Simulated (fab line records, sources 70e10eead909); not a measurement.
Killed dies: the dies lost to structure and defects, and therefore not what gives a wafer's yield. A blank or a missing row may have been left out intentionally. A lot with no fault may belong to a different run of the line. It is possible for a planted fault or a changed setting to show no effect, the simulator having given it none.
Which tool was responsible? :: flow nand_harc :: 21 lots, 63 wafers sampled, at 3 steps of a route of 1302

WHAT EACH GAUGE READ, for each wafer
NHARC_A_CHANNEL_FILL_D2_INSPECT_13. Usual: 370 for raw_defect_count, sd 110.
lot: L074
measured: day 15 06:05
on: defect_inspect-01
raw_defect_count: 258 319 372
flag: 

lot: L075
measured: day 15 21:16
on: defect_inspect-01
raw_defect_count: 472 555 374
flag: 

lot: L076
measured: day 16 06:39
on: defect_inspect-01
raw_defect_count: 337 336 327
flag: 

lot: L078
measured: day 17 02:53
on: defect_inspect-02
raw_defect_count: 301 286 355
flag: 

lot: L080
measured: day 17 23:54
on: defect_inspect-02
raw_defect_count: 861 427 510
flag: 

lot: L082
measured: day 18 20:50
on: defect_inspect-01
raw_defect_count: 453 359 527
flag: 

lot: L083
measured: day 19 16:58
on: defect_inspect-01
raw_defect_count: 423 507 460
flag: 

lot: L084
measured: day 19 17:02
on: defect_inspect-02
raw_defect_count: 262 350 263
flag: 

lot: L085
measured: day 20 02:36
on: defect_inspect-02
raw_defect_count: 410 456 414
flag: 

lot: L086
measured: day 20 08:23
on: defect_inspect-02
raw_defect_count: 218 288 285
flag: 

lot: L088
measured: day 21 09:46
on: defect_inspect-01
raw_defect_count: 631 398 484
flag: 

lot: L087
measured: day 21 13:20
on: defect_inspect-01
raw_defect_count: 391 486 431
flag: 

lot: L089
measured: day 21 23:07
on: defect_inspect-01
raw_defect_count: 219 267 259
flag: 

lot: L091
measured: day 21 23:13
on: defect_inspect-02
raw_defect_count: 556 548 427
flag: 

lot: L090
measured: day 22 11:43
on: defect_inspect-02
raw_defect_count: 322 231 248
flag: 

lot: L092
measured: day 22 20:30
on: defect_inspect-02
raw_defect_count: 218 339 318
flag: 

lot: L093
measured: day 23 06:33
on: defect_inspect-02
raw_defect_count: 330 415 260
flag: 

lot: L094
measured: day 23 18:39
on: defect_inspect-02
raw_defect_count: 225 241 471
flag: 

lot: L096
measured: day 24 07:20
on: defect_inspect-02
raw_defect_count: 441 317 414
flag: 

lot: L095
measured: day 24 07:15
on: defect_inspect-01
raw_defect_count: 406 203 372
flag: 

lot: L097
measured: day 25 08:43
on: defect_inspect-02
raw_defect_count: 299 464 322
flag: 

WHICH TOOL RAN EACH LOT (tool, then ch and the chambers of the sampled wafers, then the start)
lot: L074
NHARC_A_CHANNEL_HOLE_D2_XSEM_32: xsem-01 ch 0, day 13 04:53
NHARC_A_CHANNEL_FILL_D2_STRIP_28: rie_diel-05 ch 0,2,3, day 14 06:29

lot: L075
NHARC_A_CHANNEL_HOLE_D2_XSEM_32: xsem-02 ch 0, day 13 18:28
NHARC_A_CHANNEL_FILL_D2_STRIP_28: rie_diel-05 ch 0,1, day 14 19:05

lot: L076
NHARC_A_CHANNEL_HOLE_D2_XSEM_32: xsem-01 ch 0, day 14 06:14
NHARC_A_CHANNEL_FILL_D2_STRIP_28: rie_diel-08 ch 1,2, day 15 06:59

lot: L078
NHARC_A_CHANNEL_HOLE_D2_XSEM_32: xsem-02 ch 0, day 15 00:58
NHARC_A_CHANNEL_FILL_D2_STRIP_28: rie_diel-05 ch 0,3, day 16 01:58

lot: L080
NHARC_A_CHANNEL_HOLE_D2_XSEM_32: xsem-02 ch 0, day 15 21:52
NHARC_A_CHANNEL_FILL_D2_STRIP_28: rie_diel-08 ch 0,3, day 16 22:05

lot: L082
NHARC_A_CHANNEL_HOLE_D2_XSEM_32: xsem-02 ch 0, day 16 21:00
NHARC_A_CHANNEL_FILL_D2_STRIP_28: rie_diel-08 ch 0,1, day 17 21:19

lot: L083
NHARC_A_CHANNEL_HOLE_D2_XSEM_32: xsem-01 ch 0, day 17 15:37
NHARC_A_CHANNEL_FILL_D2_STRIP_28: rie_diel-13 ch 0,1, day 18 17:18

lot: L084
NHARC_A_CHANNEL_HOLE_D2_XSEM_32: xsem-02 ch 0, day 17 19:47
NHARC_A_CHANNEL_FILL_D2_STRIP_28: rie_diel-08 ch 0,3, day 18 17:17

lot: L085
NHARC_A_CHANNEL_HOLE_D2_XSEM_32: xsem-01 ch 0, day 18 02:08
NHARC_A_CHANNEL_FILL_D2_STRIP_28: rie_diel-05 ch 0,1,2, day 19 02:48

lot: L086
NHARC_A_CHANNEL_HOLE_D2_XSEM_32: xsem-02 ch 0, day 18 07:57
NHARC_A_CHANNEL_FILL_D2_STRIP_28: rie_diel-05 ch 0,1,2, day 19 08:40

lot: L088
NHARC_A_CHANNEL_HOLE_D2_XSEM_32: xsem-01 ch 0, day 19 09:30
NHARC_A_CHANNEL_FILL_D2_STRIP_28: rie_diel-13 ch 0,1, day 20 10:08

lot: L087
NHARC_A_CHANNEL_HOLE_D2_XSEM_32: xsem-02 ch 0, day 19 11:05
NHARC_A_CHANNEL_FILL_D2_STRIP_28: rie_diel-08 ch 1,2,3, day 20 10:06

lot: L089
NHARC_A_CHANNEL_HOLE_D2_XSEM_32: xsem-01 ch 0, day 19 22:52
NHARC_A_CHANNEL_FILL_D2_STRIP_28: rie_diel-08 ch 1,2, day 20 23:29

lot: L091
NHARC_A_CHANNEL_HOLE_D2_XSEM_32: xsem-02 ch 0, day 19 23:58
NHARC_A_CHANNEL_FILL_D2_STRIP_28: rie_diel-05 ch 2,3, day 20 23:29

lot: L090
NHARC_A_CHANNEL_HOLE_D2_XSEM_32: xsem-01 ch 0, day 20 03:02
NHARC_A_CHANNEL_FILL_D2_STRIP_28: rie_diel-08 ch 1,2,3, day 21 06:14

lot: L092
NHARC_A_CHANNEL_HOLE_D2_XSEM_32: xsem-01 ch 0, day 20 20:21
NHARC_A_CHANNEL_FILL_D2_STRIP_28: rie_diel-08 ch 0,2, day 21 21:10

lot: L093
NHARC_A_CHANNEL_HOLE_D2_XSEM_32: xsem-02 ch 0, day 21 05:04
NHARC_A_CHANNEL_FILL_D2_STRIP_28: rie_diel-08 ch 0,3, day 22 06:40

lot: L094
NHARC_A_CHANNEL_HOLE_D2_XSEM_32: xsem-01 ch 0, day 21 16:13
NHARC_A_CHANNEL_FILL_D2_STRIP_28: rie_diel-08 ch 1,2,3, day 22 17:55

lot: L096
NHARC_A_CHANNEL_HOLE_D2_XSEM_32: xsem-02 ch 0, day 22 05:40
NHARC_A_CHANNEL_FILL_D2_STRIP_28: rie_diel-05 ch 0,1,3, day 23 07:23

lot: L095
NHARC_A_CHANNEL_HOLE_D2_XSEM_32: xsem-01 ch 0, day 22 06:34
NHARC_A_CHANNEL_FILL_D2_STRIP_28: rie_diel-13 ch 0,1,3, day 23 07:25

lot: L097
NHARC_A_CHANNEL_HOLE_D2_XSEM_32: xsem-02 ch 0, day 23 06:49
NHARC_A_CHANNEL_FILL_D2_STRIP_28: rie_diel-05 ch 1,2,3, day 24 07:53
- NHARC_A_CHANNEL_HOLE_D2_XSEM_32
- NHARC_A_CHANNEL_FILL_D2_STRIP_28: strips in O2, time 20 s.

AS READ BY THE TOOLS THEMSELVES (means over the sampled wafers that have a number; for cases with no such wafer, the mark the record gives instead)
NHARC_A_CHANNEL_HOLE_D2_XSEM_32. Usual: bot_cd_nm 74.3 nm, standard deviation 1.9; bow_nm 8.58 nm, standard deviation 0.27; tilt_deg 0.07 degrees, standard deviation 0.032.
lot: L074
tool: xsem-01
bot_cd_nm (nm): 75.2
bow_nm (nm): 8.50
tilt_deg (degrees): 0.07
flag: 

lot: L075
tool: xsem-02
bot_cd_nm (nm): 74.2
bow_nm (nm): 8.33
tilt_deg (degrees): 0.09
flag: 

lot: L076
tool: xsem-01
bot_cd_nm (nm): 75.5
bow_nm (nm): 8.95
tilt_deg (degrees): 0.04
flag: 

lot: L078
tool: xsem-02
bot_cd_nm (nm): 74.8
bow_nm (nm): 8.55
tilt_deg (degrees): 0.06
flag: 

lot: L080
tool: xsem-02
bot_cd_nm (nm): 72.6
bow_nm (nm): 9.00
tilt_deg (degrees): 0.09
flag: 

lot: L082
tool: xsem-02
bot_cd_nm (nm): 73.8
bow_nm (nm): 9.13
tilt_deg (degrees): 0.14
flag: 

lot: L083
tool: xsem-01
bot_cd_nm (nm): 75.5
bow_nm (nm): 8.32
tilt_deg (degrees): 0.04
flag: 

lot: L084
tool: xsem-02
bot_cd_nm (nm): 74.0
bow_nm (nm): 8.29
tilt_deg (degrees): 0.08
flag: 

lot: L085
tool: xsem-01
bot_cd_nm (nm): 73.3
bow_nm (nm): 8.54
tilt_deg (degrees): 0.02
flag: 

lot: L086
tool: xsem-02
bot_cd_nm (nm): 72.9
bow_nm (nm): 8.63
tilt_deg (degrees): 0.09
flag: 

lot: L088
tool: xsem-01
bot_cd_nm (nm): 75.3
bow_nm (nm): 9.19
tilt_deg (degrees): 0.09
flag: 

lot: L087
tool: xsem-02
bot_cd_nm (nm): 72.8
bow_nm (nm): 8.81
tilt_deg (degrees): 0.10
flag: 

lot: L089
tool: xsem-01
bot_cd_nm (nm): 75.5
bow_nm (nm): 8.44
tilt_deg (degrees): 0.05
flag: 

lot: L091
tool: xsem-02
bot_cd_nm (nm): 73.5
bow_nm (nm): 8.45
tilt_deg (degrees): 0.12
flag: 

lot: L090
tool: xsem-01
bot_cd_nm (nm): 73.7
bow_nm (nm): 8.53
tilt_deg (degrees): 0.03
flag: 

lot: L092
tool: xsem-01
bot_cd_nm (nm): 74.3
bow_nm (nm): 8.44
tilt_deg (degrees): 0.10
flag: 

lot: L093
tool: xsem-02
bot_cd_nm (nm): 75.4
bow_nm (nm): 8.83
tilt_deg (degrees): 0.07
flag: 

lot: L094
tool: xsem-01
bot_cd_nm (nm): 74.4
bow_nm (nm): 8.20
tilt_deg (degrees): 0.09
flag: 

lot: L096
tool: xsem-02
bot_cd_nm (nm): 76.0
bow_nm (nm): 8.36
tilt_deg (degrees): 0.07
flag: 

lot: L095
tool: xsem-01
bot_cd_nm (nm): 76.5
bow_nm (nm): 8.33
tilt_deg (degrees): 0.05
flag: 

lot: L097
tool: xsem-02
bot_cd_nm (nm): 73.3
bow_nm (nm): 8.58
tilt_deg (degrees): 0.11
flag: 

NHARC_A_CHANNEL_FILL_D2_STRIP_28. Usual: chamber_pressure_mTorr 60.00 mTorr, standard deviation 0.052; drypump_motor_current_A 5.7 A, standard deviation 0.33; oes_product_au 1.006 a.u., standard deviation 0.014; rf_vpp_V 57.7 V, standard deviation 0.96; showerhead_plenum_p_Torr 3.51 Torr, standard deviation 0.16; throttle_valve_pct 17.038 %, standard deviation 0.0086.
lot: L074
tool: rie_diel-05
chamber_pressure_mTorr (mTorr): 59.93
drypump_motor_current_A (A): 5.9
oes_product_au (a.u.): 1.002
rf_vpp_V (V): 58.2
showerhead_plenum_p_Torr (Torr): 3.55
throttle_valve_pct (%): 17.036
flag: 

lot: L075
tool: rie_diel-05
chamber_pressure_mTorr (mTorr): 60.01
drypump_motor_current_A (A): 5.7
oes_product_au (a.u.): 1.027
rf_vpp_V (V): 58.1
showerhead_plenum_p_Torr (Torr): 3.42
throttle_valve_pct (%): 17.046
flag: 

lot: L076
tool: rie_diel-08
chamber_pressure_mTorr (mTorr): 60.00
drypump_motor_current_A (A): 5.4
oes_product_au (a.u.): 1.001
rf_vpp_V (V): 57.9
showerhead_plenum_p_Torr (Torr): 3.70
throttle_valve_pct (%): 17.045
flag: 

lot: L078
tool: rie_diel-05
chamber_pressure_mTorr (mTorr): 59.98
drypump_motor_current_A (A): 5.8
oes_product_au (a.u.): 1.021
rf_vpp_V (V): 58.2
showerhead_plenum_p_Torr (Torr): 3.51
throttle_valve_pct (%): 17.048
flag: 

lot: L080
tool: rie_diel-08
chamber_pressure_mTorr (mTorr): 60.03
drypump_motor_current_A (A): 5.7
oes_product_au (a.u.): 1.013
rf_vpp_V (V): 57.5
showerhead_plenum_p_Torr (Torr): 3.47
throttle_valve_pct (%): 17.032
flag: 

lot: L082
tool: rie_diel-08
chamber_pressure_mTorr (mTorr): 60.05
drypump_motor_current_A (A): 5.7
oes_product_au (a.u.): 0.991
rf_vpp_V (V): 57.5
showerhead_plenum_p_Torr (Torr): 3.60
throttle_valve_pct (%): 17.033
flag: 

lot: L083
tool: rie_diel-13
chamber_pressure_mTorr (mTorr): 59.98
drypump_motor_current_A (A): 5.4
oes_product_au (a.u.): 1.014
rf_vpp_V (V): 57.0
showerhead_plenum_p_Torr (Torr): 3.29
throttle_valve_pct (%): 17.039
flag: 

lot: L084
tool: rie_diel-08
chamber_pressure_mTorr (mTorr): 60.00
drypump_motor_current_A (A): 5.7
oes_product_au (a.u.): 1.011
rf_vpp_V (V): 58.0
showerhead_plenum_p_Torr (Torr): 3.47
throttle_valve_pct (%): 17.042
flag: 

lot: L085
tool: rie_diel-05
chamber_pressure_mTorr (mTorr): 60.01
drypump_motor_current_A (A): 5.9
oes_product_au (a.u.): 1.015
rf_vpp_V (V): 56.8
showerhead_plenum_p_Torr (Torr): 3.46
throttle_valve_pct (%): 17.037
flag: 

lot: L086
tool: rie_diel-05
chamber_pressure_mTorr (mTorr): 60.03
drypump_motor_current_A (A): 5.8
oes_product_au (a.u.): 1.008
rf_vpp_V (V): 57.7
showerhead_plenum_p_Torr (Torr): 3.46
throttle_valve_pct (%): 17.027
flag: 

lot: L088
tool: rie_diel-13
chamber_pressure_mTorr (mTorr): 59.99
drypump_motor_current_A (A): 5.4
oes_product_au (a.u.): 1.017
rf_vpp_V (V): 58.0
showerhead_plenum_p_Torr (Torr): 3.29
throttle_valve_pct (%): 17.035
flag: 

lot: L087
tool: rie_diel-08
chamber_pressure_mTorr (mTorr): 60.02
drypump_motor_current_A (A): 5.5
oes_product_au (a.u.): 0.990
rf_vpp_V (V): 58.5
showerhead_plenum_p_Torr (Torr): 3.57
throttle_valve_pct (%): 17.039
flag: 

lot: L089
tool: rie_diel-08
chamber_pressure_mTorr (mTorr): 59.97
drypump_motor_current_A (A): 5.6
oes_product_au (a.u.): 0.996
rf_vpp_V (V): 58.3
showerhead_plenum_p_Torr (Torr): 3.66
throttle_valve_pct (%): 17.038
flag: 

lot: L091
tool: rie_diel-05
chamber_pressure_mTorr (mTorr): 60.05
drypump_motor_current_A (A): 6.1
oes_product_au (a.u.): 1.022
rf_vpp_V (V): 58.0
showerhead_plenum_p_Torr (Torr): 3.68
throttle_valve_pct (%): 17.033
flag: 

lot: L090
tool: rie_diel-08
chamber_pressure_mTorr (mTorr): 60.00
drypump_motor_current_A (A): 5.5
oes_product_au (a.u.): 0.997
rf_vpp_V (V): 57.9
showerhead_plenum_p_Torr (Torr): 3.57
throttle_valve_pct (%): 17.043
flag: 

lot: L092
tool: rie_diel-08
chamber_pressure_mTorr (mTorr): 59.96
drypump_motor_current_A (A): 5.4
oes_product_au (a.u.): 1.002
rf_vpp_V (V): 58.5
showerhead_plenum_p_Torr (Torr): 3.67
throttle_valve_pct (%): 17.031
flag: 

lot: L093
tool: rie_diel-08
chamber_pressure_mTorr (mTorr): 59.98
drypump_motor_current_A (A): 5.6
oes_product_au (a.u.): 1.008
rf_vpp_V (V): 57.6
showerhead_plenum_p_Torr (Torr): 3.41
throttle_valve_pct (%): 17.034
flag: 

lot: L094
tool: rie_diel-08
chamber_pressure_mTorr (mTorr): 59.96
drypump_motor_current_A (A): 5.5
oes_product_au (a.u.): 1.002
rf_vpp_V (V): 58.2
showerhead_plenum_p_Torr (Torr): 3.57
throttle_valve_pct (%): 17.035
flag: 

lot: L096
tool: rie_diel-05
chamber_pressure_mTorr (mTorr): 60.04
drypump_motor_current_A (A): 5.9
oes_product_au (a.u.): 1.010
rf_vpp_V (V): 57.7
showerhead_plenum_p_Torr (Torr): 3.55
throttle_valve_pct (%): 17.034
flag: 

lot: L095
tool: rie_diel-13
chamber_pressure_mTorr (mTorr): 60.00
drypump_motor_current_A (A): 5.6
oes_product_au (a.u.): 1.009
rf_vpp_V (V): 56.9
showerhead_plenum_p_Torr (Torr): 3.31
throttle_valve_pct (%): 17.032
flag: 

lot: L097
tool: rie_diel-05
chamber_pressure_mTorr (mTorr): 60.03
drypump_motor_current_A (A): 6.0
oes_product_au (a.u.): 1.005
rf_vpp_V (V): 57.8
showerhead_plenum_p_Torr (Torr): 3.59
throttle_valve_pct (%): 17.043
flag: 

THE ANSWER, worked out from the rows above alone
Rule: lot off if the mean of its wafers having a number is beyond 3 standard deviations from the usual mean. Also off: a lot with no number at a reading for which 4 or more lots have one. Where the step has rows for the other lots, those lots are counted as sound. After the gauges, taken in route order, come the tools' own readings; for these a lot's mean is taken, as printed above. At the first step where some lot is off, the reading lying furthest off is the one used; lots without a number count as furthest.
No lot is off at any reading shown: from this, nothing can be told.

WHAT WAS PUT IN BY THE SIMULATOR
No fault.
